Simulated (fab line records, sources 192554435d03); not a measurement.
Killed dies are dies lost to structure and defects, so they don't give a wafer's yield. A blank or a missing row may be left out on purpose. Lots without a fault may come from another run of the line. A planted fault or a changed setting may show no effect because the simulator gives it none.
Chamber matching | flow n5_finfet | N5_BEOL_M12_VIA_ETCH_16 on rie_diel-01: 4 sister chambers
The step etches SiOC in C4F8/O2/Ar, target depth 724.8 nm. 4 wafers are shown with their chamber, then 10 later ones without.

WAFERS WITH THEIR CHAMBER
wafer  | chamber | throttle_valve_pct (%)
L083.5 | 3       | 24.06
L086.6 | 1       | 23.95
L088.1 | 2       | 24.15
L088.3 | 0       | 24.49

WAFERS WITHOUT THEIR CHAMBER
wafer  | throttle_valve_pct (%)
L088.4 | 23.94
L092.1 | 24.09
L092.2 | 24.50
L092.3 | 24.17
L095.1 | 24.50
L095.4 | 24.10
L095.6 | 23.98
L097.3 | 24.19
L097.4 | 24.12
L097.5 | 24.11

WHICH CHAMBER EACH WENT THROUGH
wafer  | from the rows above     | in truth
L088.4 | 1                       | 1
L092.1 | can't be placed: 3 or 2 | 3
L092.2 | 0                       | 0
L092.3 | 2                       | 2
L095.1 | 0                       | 0
L095.4 | can't be placed: 3 or 2 | 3
L095.6 | can't be placed: 1 or 3 | 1
L097.3 | 2                       | 2
L097.4 | can't be placed: 2 or 3 | 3
L097.5 | can't be placed: 2 or 3 | 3
Placed correctly: 5 of 10. Can't be placed from these rows: 5 (the true chamber is among the candidates in 5). Placed wrongly: 0.
How it was worked out, from the rows above alone: a wafer's distance from a chamber is the root of the sum, over the readings, of the square of ((its reading less the chamber's mean) divided by the reading's scatter). The wafer belongs to the nearest chamber; if the next one is less than 2 further off, it can't be placed. A chamber's mean is the mean of its shown wafers. The scatter: with one shown wafer a chamber, the root of the mean of the squares of how far each hidden wafer lies from its nearest shown one.
